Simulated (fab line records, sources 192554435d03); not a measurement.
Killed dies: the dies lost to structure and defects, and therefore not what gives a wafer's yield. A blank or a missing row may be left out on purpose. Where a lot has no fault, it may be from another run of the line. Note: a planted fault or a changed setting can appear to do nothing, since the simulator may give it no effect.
Chamber matching	flow n5-finfet	N5_FIN_SAQP_HM_DEP_03 on pecvd-03 has 3 sister chambers
The step deposits SiNx from SiH4/NH3/N2, target thk 38 nm, time 33.6 s. 3 wafers are shown with their chamber, then 8 later ones without.

## WAFERS PAIRED WITH THEIR CHAMBERS
wafer	chamber	throttle-valve-pct (%)
L087.6	1	40.5
L088.5	0	38.8
L089.2	2	44.3

## WAFERS WHOSE CHAMBER IS MISSING
wafer	throttle-valve-pct (%)
L089.4	39.3
L089.5	40.4
L091.2	40.6
L091.4	44.4
L091.5	39.4
L096.1	44.3
L096.2	39.4
L096.6	44.2

## CHAMBER TAKEN BY EACH
wafer	from the rows above	in truth
L089.4	can't be placed: 0 or 1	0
L089.5	1	1
L091.2	1	1
L091.4	2	2
L091.5	can't be placed: 0 or 1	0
L096.1	2	2
L096.2	can't be placed: 0 or 1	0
L096.6	2	2
Correct placement for 5 of the 8. Unplaceable from these rows: 3, with the true chamber sitting among the candidates in 3. Wrongly placed: 0.
How it was worked out, from the rows above alone: a wafer's distance from a chamber is the root of the sum, over the readings, of the square of ((its reading less the chamber's mean) divided by the reading's scatter). If the next closest chamber is less than 2 further off than the closest, the wafer can't be placed; otherwise it belongs to the closest. The mean given for a chamber averages the wafers shown for that chamber. The scatter: root of mean squared gap, hidden wafer to nearest shown wafer, with one shown wafer a chamber.
